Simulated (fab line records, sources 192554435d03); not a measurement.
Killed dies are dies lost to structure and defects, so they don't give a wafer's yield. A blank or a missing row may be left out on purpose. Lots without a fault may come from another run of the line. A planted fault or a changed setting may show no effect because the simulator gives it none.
Split-lot experiment | flow n5_finfet | 7 lots, 39 wafers read, on a route of 1938 steps

THE SPLIT
At N5_HKMG_FIN_ETCH_31 (etches SiARC in CF4, target depth 45.5 nm, time 75.8 s), the setting bias_w was moved away from the recipe's 36 W on 15 of the 39 wafers read, by -5.8% to +13.4%. The other wafers ran this setting at the recipe's value.

The reading is taken at the split's own step.

THE READING
rf_vpp_V, in V, at N5_HKMG_FIN_ETCH_31 (etches SiARC in CF4, target depth 45.5 nm, time 75.8 s). Fault-free wafers of this fab line usually give 183.8 V, standard deviation 0.95 V.

wafer  | tool, chamber at the split | bias_w as run, W | against the recipe | rf_vpp_V, V | against lot-mates on the recipe
L074.1 | rie_diel-04, 0             | 36               | recipe             | 183.5       | -
L074.2 | rie_diel-04, 2             | 36               | recipe             | 183.8       | -
L074.3 | rie_diel-04, 1             | 40.06            | +11.3%             | 196.9       | +13.4
L074.4 | rie_diel-04, 3             | 40.06            | +11.3%             | 196.8       | +13.3
L074.5 | rie_diel-04, 2             | 36               | recipe             | 183.3       | -
L074.6 | rie_diel-04, 3             | 40.06            | +11.3%             | 196.2       | +12.7
L075.1 | rie_diel-01, 3             | 40.17            | +11.6%             | 198.5       | +13.7
L075.2 | rie_diel-01, 0             | 40.17            | +11.6%             | 197.1       | +12.3
L075.3 | rie_diel-01, 2             | 36               | recipe             | 185.5       | -
L075.4 | rie_diel-01, 1             | 40.17            | +11.6%             | 198.3       | +13.5
L075.5 | rie_diel-01, 1             | 36               | recipe             | 184.0       | -
L075.6 | rie_diel-01, 2             | 36               | recipe             | 185.0       | -
L078.1 | rie_diel-05, 0             | 36               | recipe             | 183.1       | -
L078.2 | rie_diel-05, 1             | 36               | recipe             | 183.8       | -
L078.3 | rie_diel-05, 2             | 38.06            | +5.7%              | 190.5       | +6.8
L078.4 | rie_diel-05, 0             | 38.06            | +5.7%              | 190.3       | +6.6
L078.5 | rie_diel-05, 2             | 36               | recipe             | 184.3       | -
L078.6 | rie_diel-05, 1             | 38.06            | +5.7%              | 189.8       | +6.1
L079.1 | rie_diel-04, 0             | 40.82            | +13.4%             | 198.7       | +15.4
L079.2 | rie_diel-04, 3             | 36               | recipe             | 184.4       | -
L079.3 | rie_diel-04, 1             | 40.82            | +13.4%             | 199.5       | +16.2
L079.4 | rie_diel-04, 1             | 40.82            | +13.4%             | 199.7       | +16.4
L079.5 | rie_diel-04, 3             | 36               | recipe             | 182.9       | -
L079.6 | rie_diel-04, 0             | 36               | recipe             | 182.7       | -
L082.1 | rie_diel-05, 2             | 36               | recipe             | 184.0       | -
L082.2 | rie_diel-05, 3             | 36               | recipe             | 184.6       | -
L082.3 | rie_diel-05, 0             | 36               | recipe             | 184.5       | -
L082.4 | rie_diel-05, 1             | 36               | recipe             | 182.4       | -
L082.5 | rie_diel-05, 2             | 36               | recipe             | 184.0       | -
L082.6 | rie_diel-05, 3             | 36               | recipe             | 183.9       | -
L084.1 | rie_diel-04, 2             | 33.92            | -5.8%              | 174.6       | -10.2
L084.2 | rie_diel-04, 0             | 33.92            | -5.8%              | 176.7       | -8.1
L084.3 | rie_diel-04, 3             | 33.92            | -5.8%              | 177.4       | -7.4
L084.4 | rie_diel-04, 1             | 36               | recipe             | 185.4       | -
L084.5 | rie_diel-04, 0             | 36               | recipe             | 184.7       | -
L084.6 | rie_diel-04, 3             | 36               | recipe             | 184.3       | -
L093.1 | rie_diel-04, 2             | 36               | recipe             | 183.4       | -
L093.2 | rie_diel-04, 0             | 36               | recipe             | 184.4       | -
L093.6 | rie_diel-04, 3             | 36               | recipe             | 183.1       | -

THE FIT
A straight line over all 39 wafers: rf_vpp_V changes by +1.18 V for each +1% of bias_w; r = +0.99; the points scatter about the line by 0.84 V.
The same after taking each lot's own level away (the mean of its wafers on the recipe; 39 wafers): +1.2 V for each +1%; r = +0.99; scatter 0.79 V.
On that fit, the largest move of bias_w shifts the reading by 16 V.
The lots' own levels span 183.33 to 184.83 V, that is 1.6 times the standard deviation above.
So the lot-to-lot level changes the slope little: the two slopes agree.
Check: with one of the wafers moved furthest among these (+13.4%) left out of the fit, the line predicts +15.9 V for it against its lot-mates. It came out at +15.4 V against them.
Tool readings at the split's step, against how far the setting was moved: rf_vpp_V r = +0.99.

OTHER SPLITS ON THESE WAFERS
These wafers also went through other splits before the reading. Each is held against what the fit with the lots' levels taken away leaves over:
other split on the same wafers       | wafers away from the commonest value | r with rf_vpp_V (lot level and that fit taken away)
N5_DUMMY_GATE_EXPOSE_12 dose_mj      | 15                                   | -0.13
N5_DUMMY_GATE_ETCH_31 target_depth_a | 15                                   | +0.06

THE FILE'S OWN FIT
rf_vpp_V changes by +1.19 V for each +1% of bias_w, r = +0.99.
